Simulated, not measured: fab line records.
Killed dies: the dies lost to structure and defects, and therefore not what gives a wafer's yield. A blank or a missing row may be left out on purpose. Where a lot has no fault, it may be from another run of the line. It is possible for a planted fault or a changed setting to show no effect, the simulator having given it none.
fab line records -- flow n5Finfet
record: lots: 5, wafers: 15, lastDay: 18
route steps=1938 shown SD_EPI_P@309 SD_ACTIVATION@330 ILD0@335 SDB@347 MOL_CONTACT_COAG@538 BEOL_M4@1111
lots untouched by any fault: they come from a run of this same line in which no faults occurred
startH: the number of hours between the record's first day and the start of the first shown wafer of the lot -- waitH: how many hours have passed since the lot's step before this one -- " as in the row above -- L1.1+2: several wafers, shown together as one row -- - value missing, or start not given -- * or withheld: withheld -- < > ~ a bound
route shown NAME@n: names a module that has steps shown in the file, with the first one's number in the route -- usual: the fault-free wafers' mean and standard deviation -- same: alike in all rows -- chamber/n: place in a boat -- sites: each site's reading -- _std_site: standard deviation of those values -- _edge_site: outer sites' mean less inner sites' -- radiusMm: how far each site lies from the wafer's centre -- mask NAME#n: copy n -- behind: the last tool/chamber to shape the wafer -- hold: what put the lot on hold/how long, in hours/how the hold closed -- device: the n, p or np transistor that did not switch -- end of line: tests of these same wafers at the route's end -- where a step has no rows: the recipe by itself -- killed: not the wafer's yield, but the dies lost to structure and defects at the first sort -- map: a wafer's dies, marking killed ones x, the rest . and places with no die _
set.NAME: setting as actually run; set.NAME@STEP: the setting as run at that earlier step -- model.NAME: the simulator's own value behind a step, which no gauge read
a table for each step, a row for each wafer; lots at some steps of the route
services: from which hour (startH, from the record's first day; less than 0 if before it) a tool's chamber was out of use, for how many hours, and why
== steps ==
step: N5_SD_EPI_P_STRIP_38
recipe: chemistry: N2/H2, tempC: 40, n2FlowSccm: 200, h2FlowSccm: 200, rfFrequencyHz: 6e+07
step: N5_SD_EPI_P_ETCHBACK_46
recipe: chemistry: CH3F/O2, mode: anisotropicEtchback, target: SiNx, targetDepthA: 175, stopOn: SiO2, overEtchFrac: 0.3, ionEnergyEv: 120, pressureMtorr: 30, sourceW: 395, biasW: 73, Ar_flow_sccm: 150, CH3F_flow_sccm: 30, O2_flow_sccm: 20
step: N5_SD_EPI_P_ETCH_47
recipe: chemistry: CH3F/O2, target: SiOCN, targetDepthA: 250, maskMaterial: SOC, ionEnergyEv: 60, biasW: 29, pressureMtorr: 30, sourceW: 410, Ar_flow_sccm: 150, CH3F_flow_sccm: 30, O2_flow_sccm: 20
step: N5_SD_EPI_P_ETCH_16
recipe: chemistry: CHF3/O2, target: SiO2, targetDepthA: 50, maskMaterial: SOC, pressureMtorr: 30, sourceW: 650, biasW: 170, Ar_flow_sccm: 200, CHF3_flow_sccm: 50, O2_flow_sccm: 5, ionEnergyEv: 200
step: N5_SD_EPI_P_STRIP_50
recipe: chemistry: CHF3/O2, resist: SiARC, rfFrequencyHz: 6e+07
step: N5_SD_EPI_P_SD_RECESS_17
recipe: chemistry: HBr/Cl2/O2, targetDepthA: 391, btTimeS: 3, pressureMtorr: 10, icpW: 800, biasW: 112, HBr_flow_sccm: 150, Cl2_flow_sccm: 80, O2_flow_sccm: 12
step: N5_SD_EPI_P_WET_ETCH_45
recipe: chemistry: dHF, dilution: withheld, timeS: 10.7, target: SiO2, targetDepthA: 20, tempC: 25, dry: ipaMarangoni, rinseTimeS: 30, rinseTempC: 23
step: N5_SD_EPI_P_STRIP_40
recipe: chemistry: N2/H2, powerW: 1000, tempC: 250, h2Frac: 0.65, overashFraction: 0.3, pressureMtorr: withheld, n2FlowSccm: 1750, h2FlowSccm: 3250
step: N5_SD_EPI_P_PRECLEAN_52
recipe: chemistry: O3/DIW, timeS: 60, tempC: 22, o3Ppm: 10
step: N5_SD_EPI_P_SRD_20
recipe: dry: ipaMarangoni, doPpb: 5, timeS: 30, tempC: 23, rinseLiquid: diw
step: N5_SD_EPI_P_PRECLEAN_51
recipe: chemistry: NF3:NH3, afsCycles: 1, tempC: 30, timeS: 20, sublimationTempC: 180, sublimationTimeS: 60, pressureTorr: 3, rfPowerW: 30
step: N5_SD_EPI_P_VAPOR_ETCH_44
recipe: chemistry: NF3/Ar, target: SiGe30, tempC: 25, timeS: 3.3, mode: isotropic
step: N5_SD_EPI_P_EPI_21
recipe: material: SiGe:B, dopant: B, tempC: 550, pressureTorr: 20, ambient: H2, timeS: 355
usual: epiGrowthTimeS: 355/0
lot.wafer,tool,chamber,startH,waitH,epiGrowthTimeS,model.SiGe-B_of_SD_EPI_P_EPI_21.thkNm
L877.1,epiRpcvd-02,0,67.77,0.1,355,59.8
L877.2,epiRpcvd-02,0,67.77,0.1,355,59.6
L877.4,epiRpcvd-02,0,67.77,0.1,355,61.4
L889.2,epiRpcvd-02,0,142.35,0.5,408.18,67.8
L889.4,epiRpcvd-02,0,142.35,0.5,408.18,67.8
L889.5,epiRpcvd-02,0,142.35,0.5,408.18,68.2
L890.1,epiRpcvd-02,0,146.84,0.1,408.18,67.2
L890.2,epiRpcvd-02,0,146.84,0.1,408.18,66.4
L890.5,epiRpcvd-02,0,148.28,1.5,408.18,67.6
L891.1,epiRpcvd-02,0,152.48,0.1,408.18,65.6
L891.3,epiRpcvd-02,0,152.48,0.1,408.18,66.4
L891.5,epiRpcvd-02,0,152.48,0.1,408.18,66.8
L896.1,epiRpcvd-04,0,184.60,0.1,355,61.6
L896.4,epiRpcvd-04,0,185.68,1.1,355,61.8
L896.6,epiRpcvd-04,0,185.68,1.1,355,61.8
step: N5_SD_EPI_P_EPI_MEAS_23
recipe: mode: xrd
usual: thkNm: 61.1/1.3
lot.wafer,tool,chamber,startH,waitH,thkNm
L877.1,filmMetro-01,-,69.99,1.9,59.1
L877.2,filmMetro-01,-,69.99,1.9,59.5
L877.4,filmMetro-01,-,69.99,1.9,61.9
L889.2,filmMetro-01,-,144.21,1.5,66.7
L889.4,filmMetro-01,-,144.21,1.5,66.9
L889.5,filmMetro-01,-,144.21,1.5,69.7
L890.1,filmMetro-01,-,149.03,1.8,68.3
L890.2,filmMetro-01,-,149.03,1.8,67.0
L890.5,filmMetro-01,-,149.03,1.8,68.4
L891.1,filmMetro-02,-,154.67,1.8,65.7
L891.3,filmMetro-02,-,154.67,1.8,66.3
L891.5,filmMetro-02,-,154.67,1.8,65.6
L896.1,filmMetro-02,-,186.79,1.8,62.1
L896.4,filmMetro-02,-,186.79,1.8,61.5
L896.6,filmMetro-02,-,186.79,1.8,61.7
step: N5_SD_EPI_P_HM_STRIP_48
recipe: chemistry: H3PO4, tempC: 160, material: SiNx, target: SiNx, targetDepthA: 30, overetchFraction: 0.3
step: N5_SD_EPI_P_SRD_49
recipe: dry: ipaMarangoni, timeS: 30, tempC: 23, rinseLiquid: diw
step: N5_SD_EPI_P_PRECLEAN_24
recipe: chemistry: O3/DIW, timeS: 45, tempC: 22, o3Ppm: 10
step: N5_SD_EPI_P_PRECLEAN_32
recipe: chemistry: dHF, timeS: 10, dilution: 500:1, tempC: 25
step: N5_SD_EPI_P_PRECLEAN_33
recipe: chemistry: SC2, timeS: 45, tempC: 35, mix: 1:1:50
step: N5_SD_EPI_P_SRD_25
recipe: timeS: 30, tempC: 23, rinseLiquid: diw, dry: ipaMarangoni
step: N5_SD_ACTIVATION_RTA_00
recipe: tempC: 975, timeS: 0, ambient: N2, idleTempC: 600, rampUpCPerS: 150, rampDownCPerS: 60, coolToC: 600
step: N5_SD_ACTIVATION_LSA_01
recipe: tempC: 1080, timeS: 0.0008, ambient: N2
step: N5_SD_ACTIVATION_RS_MEAS_03
recipe: thkMeasGauge: four-point-probe
usual: RS_SD_N: 21.99/0.26, RS_SD_P: 56.2/0.95
lot.wafer,tool,chamber,startH,waitH,RS_SD_N[ohm/sq],RS_SD_P[ohm/sq]
L877.1,filmMetro-02,-,70.61,0.2,22.16,57.0
L877.2,filmMetro-02,-,70.61,0.2,22.18,57.2
L877.4,filmMetro-02,-,70.61,0.2,22.34,55.4
L889.2,filmMetro-01,-,145.00,0.2,22.25,49.2
L889.4,filmMetro-01,-,145.00,0.2,21.97,49.7
L889.5,filmMetro-01,-,145.00,0.2,22.20,48.9
L890.1,filmMetro-01,-,149.64,0.2,21.56,51.5
L890.2,filmMetro-01,-,149.64,0.2,21.75,52.2
L890.5,filmMetro-01,-,149.64,0.2,21.82,50.6
L891.1,filmMetro-01,-,155.40,0.2,22.04,51.8
L891.3,filmMetro-01,-,155.40,0.2,22.01,51.6
L891.5,filmMetro-01,-,155.40,0.2,22.14,51.3
L896.1,filmMetro-01,-,187.41,0.2,21.90,55.8
L896.4,filmMetro-01,-,187.41,0.2,21.98,55.6
L896.6,filmMetro-01,-,187.41,0.2,22.09,55.8
step: N5_ILD0_LINER_00
recipe: material: SiNx, targetThkA: 40, tempC: 400, aldPrecursorFamily: SiH2I2, aldCoReactant: N2/H2-plasma, pulseTimeS: 1, purgeTimeS: 2, coReactantPurgeTimeS: 2, aldCycles: 80, pressureTorr: 2
step: N5_ILD0_FCVD_FILL_01
recipe: material: SiO2_flowable, targetThkA: 2000, tempC: 100, pressureTorr: 0.8, rfW: 2000, timeS: 328.3
step: N5_ILD0_CURE_02
recipe: tempC: 450, timeS: 1800, ambient: steam, idleTempC: 400, rampUpCPerMin: 5, rampDownCPerMin: 3, densificationPH2oTorr: 640
step: N5_ILD0_CMP_03
recipe: stopOn: SiNx, tOverpolishS: 1.9, postCmpClean: alkalineBrush, downForcePsi: 4.1491, platenRpm: 51.796, padVelocityMS: 1.0306, targetThkNm: 197.38
step: N5_ILD0_CMP_07
recipe: stopOn: poly-Si, material: SiO2_flowable, tOverpolishS: 1.18, postCmpClean: alkalineBrush, downForcePsi: 4.1491, platenRpm: 51.796, padVelocityMS: 1.0306, targetThkNm: 138.88
step: N5_ILD0_PRECLEAN_10
recipe: chemistry: NF3:NH3, afsCycles: 5, timeS: 20, tempC: 30, sublimationTempC: 180, sublimationTimeS: 60, pressureTorr: 3, rfPowerW: 30
step: N5_ILD0_ALD_15
recipe: material: SiNx, targetThkA: 240, tempC: 400, aldPrecursorFamily: SiH2I2, aldCoReactant: N2/H2-plasma, pulseTimeS: 1, aldCycles: 480, purgeTimeS: 2, coReactantPurgeTimeS: 2, pressureTorr: 2
step: N5_ILD0_CMP_12
recipe: stopOn: poly-Si, material: SiNx, tOverpolishS: 6, postCmpClean: alkalineBrush, downForcePsi: 2.5, platenRpm: 51.8, padVelocityMS: 1.0307, targetThkNm: 17.67
step: N5_SDB_HM_DEP_00
recipe: material: SiNx, targetThkA: 400, tempC: 400, precursor: SiH4/NH3/N2, pressureTorr: 1.5, rfW: 300, timeS: 35.3
step: N5_SDB_COAT_03
recipe: resist: SOC, tempC: 250, timeS: 60, spinRpm: 1500, resistThkNm: 100
step: N5_SDB_COAT_04
recipe: resist: SiARC, tempC: 220, timeS: 60, spinRpm: 1500, resistThkNm: 18
step: N5_SDB_COAT_05
recipe: resist: CAR-ArF, spinRpm: 1500, resistThkNm: 90
step: N5_MOL_CONTACT_COAG_ETCH_110
recipe: chemistry: CF4/O2, target: Si, targetDepthA: 25, timeS: 8, pressureMtorr: 100, sourceW: 200, biasW: 12, ionEnergyEv: 60, Ar_flow_sccm: 100, cf4FlowSccm: 100, O2_flow_sccm: 10
usual: drypumpMotorCurrentA: 5.7/0.46, oesProductAu: 0.81/0.071, rfVppV: 128/3.1, showerheadPlenumPTorr: 2.21/0.064, throttleValvePct: 10.68/0.16
lot.wafer,tool,chamber,startH,waitH,drypumpMotorCurrentA,oesProductAu,rfHoursCounterH,rfVppV,showerheadPlenumPTorr,throttleValvePct,model.SiGe-B_of_SD_EPI_P_EPI_21.thkNm
L877.1,rieDiel-01,3,100.59,0.0,6.2,0.80,81,132,2.16,10.59,57
L877.2,rieDiel-01,0,100.59,0.0,6.2,0.90,28,123,2.19,10.58,56.8
L877.4,rieDiel-01,1,100.59,0.0,5.1,0.69,235,126,2.10,11.09,58.4
L889.2,rieDiel-01,3,174.15,0.0,6.2,0.78,111,130,2.15,10.66,64.6
L889.4,rieDiel-01,3,174.15,0.0,6.2,0.77,-,130,2.15,10.65,64.6
L889.5,rieDiel-01,0,174.15,0.0,6.3,0.84,-,124,2.18,10.70,65
L890.1,rieDiel-02,1,181.30,0.0,6.1,0.76,142,125,2.14,10.87,64
L890.2,rieDiel-02,3,181.30,0.0,5.9,0.76,136,131,2.32,10.52,63.2
L890.5,rieDiel-02,3,181.30,0.0,5.9,0.76,-,131,2.32,10.51,64.4
L891.1,rieDiel-02,2,183.91,0.0,5.7,0.88,50,123,2.18,10.71,62.4
L891.3,rieDiel-02,3,183.91,0.0,5.9,0.75,138,133,2.32,10.54,63.4
L891.5,rieDiel-02,0,183.91,0.0,5.2,0.69,-,128,2.22,10.98,63.8
L896.1,rieDiel-04,1,216.40,0.0,5.4,0.75,155,125,2.14,10.78,58.8
L896.4,rieDiel-04,2,216.40,0.0,4.7,0.86,57,129,2.25,10.46,59
L896.6,rieDiel-04,1,216.40,0.0,5.4,0.75,-,125,2.14,10.78,59
step: N5_BEOL_M4_RC_MEAS_101
usual: DIBL_N: 36.0/2, DIBL_P: 36.2/2.2, IOFF_N: 0.16/0.034, IOFF_P: 0.21/0.04, ION_N: 675/12, ION_P: 463/7.2, RS_SD_P: 66.1/1.1, SS_N: 71.6/0.6, SS_P: 73.3/0.67, VT_N: 250/3, VT_P: -251/3.4
lot.wafer,tool,chamber,startH,waitH,DIBL_N[mV/V],DIBL_P[mV/V],IOFF_N[nA/um],IOFF_P[nA/um],ION_N[uA/um],ION_P[uA/um],RS_SD_P[ohm/sq],SS_N[mV/dec],SS_P[mV/dec],VT_N[mV],VT_P[mV]
L877.1,prober-02,0,188.48,0.0,37.3,39.8,0.17,0.23,673,459,66.7,72.2,74.6,248,-251
L877.2,prober-02,0,188.48,0.0,32.4,33.9,0.11,0.15,654,451,67.2,70.4,72.4,255,-255
L877.4,prober-02,0,188.48,0.0,35.2,36.3,0.13,0.17,666,455,65.1,71.1,73.4,255,-253
L890.1,prober-01,0,267.96,0.0,35.3,35.5,0.17,0.26,722,513,59.8,71.0,72.7,246,-243
L890.2,prober-01,0,267.96,0.0,37.2,37.4,0.21,0.29,727,508,60.8,71.9,73.8,244,-244
L890.5,prober-01,0,267.96,0.0,36.3,35.5,0.18,0.26,723,508,60.1,71.4,73.1,249,-244
L891.1,prober-01,0,269.45,0.0,35.9,35.6,0.16,0.24,713,501,61.4,71.1,72.9,248,-245
L891.3,prober-01,0,269.45,0.0,35.4,34.9,0.16,0.23,719,503,60.3,71.6,72.6,246,-243
L891.5,prober-01,0,269.45,0.0,34.1,34.6,0.14,0.23,710,501,59.5,70.8,72.4,249,-245
L896.1,prober-02,0,314.66,0.0,34.8,34.0,0.14,0.17,673,464,65.8,70.5,73.1,252,-253
L896.4,prober-02,0,314.66,0.0,35.9,34.4,0.14,0.17,661,451,65.5,70.8,73.0,249,-255
L896.6,prober-02,0,314.66,0.0,32.5,31.0,0.10,0.14,659,456,65.8,70.5,72.0,253,-256
== services ==
tool,chamber,startH,hours,kind
rieDiel-04,3,58.26,5.1,repair
rieDiel-01,0,61.42,4.9,repair
rieDiel-02,-,63.20,0.4,repair
rieDiel-04,2,85.92,7.1,repair
rieDiel-01,0,90.34,2.5,repair
rieDiel-04,-,93.97,28.1,pm
epiRpcvd-02,-,96.93,6.0,pm
rieDiel-01,3,123.27,6.5,repair
rieDiel-02,0,128.23,12.0,repair
rieDiel-04,-,131.45,0.3,repair
rieDiel-01,1,162.05,-,clean
rieDiel-01,1,162.05,-,consumableReplace:focusRing
rieDiel-01,1,162.05,-,consumableReplace:showerhead
rieDiel-01,1,162.05,22.6,scheduledDown
rieDiel-01,1,162.05,22.6,ventCycle
rieDiel-01,-,196.61,0.9,repair
rieDiel-04,3,198.02,17.3,repair
== key ==
firstSign: step: N5_SD_EPI_P_EPI_21, reading: epiGrowthTimeS, direction: up, sigmas: 99+, usual: *, struck: *
effect: step: N5_SD_EPI_P_EPI_MEAS_23, reading: thkNm, direction: up, sigmas: 4.6, usual: *, struck: *
effect: step: N5_SD_ACTIVATION_RS_MEAS_03, reading: RS_SD_P, direction: down, sigmas: 5.8, usual: 56.2, struck: 50.8
effect: step: N5_BEOL_M4_RC_MEAS_101, reading: ION_P, direction: up, sigmas: 5.9, usual: 463, struck: 506
effect: step: N5_BEOL_M4_RC_MEAS_101, reading: RS_SD_P, direction: down, sigmas: 5.5, usual: 66.1, struck: 60.3
effect: step: N5_BEOL_M4_RC_MEAS_101, reading: ION_N, direction: up, sigmas: 3.6, usual: 675, struck: 719
modelEffect: step: N5_SD_EPI_P_EPI_21, value: SiGe-B_of_SD_EPI_P_EPI_21.thkNm, without: 61.04, struck: 67.09
modelEffect: step: N5_MOL_CONTACT_COAG_ETCH_110, value: SiGe-B_of_SD_EPI_P_EPI_21.thkNm, without: 58.16, struck: 63.93
metAt N5_SD_EPI_P_EPI_21
struckWafers L889.2,L889.4,L889.5,L890.1,L890.2,L890.5,L891.1,L891.3,L891.5
rowsEnd L889.2,L889.4,L889.5
onsetBetween 67.77 142.35
earlierFault: kind: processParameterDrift, tool: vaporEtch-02, chamber: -, onsetH: 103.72, steps: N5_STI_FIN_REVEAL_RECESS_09, channel: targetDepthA, offset: 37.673, shape: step, actsIn: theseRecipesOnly, stated: 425
fault: kind: processParameterDrift, tool: epiRpcvd-02, chamber: -, onsetH: 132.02, steps: N5_SD_EPI_P_EPI_21, channel: epiGrowthTimeS, offset: *, shape: step, actsIn: *, stated: *
rowsEnd: these wafers met a further fault down the route, and their rows from its step on are left out
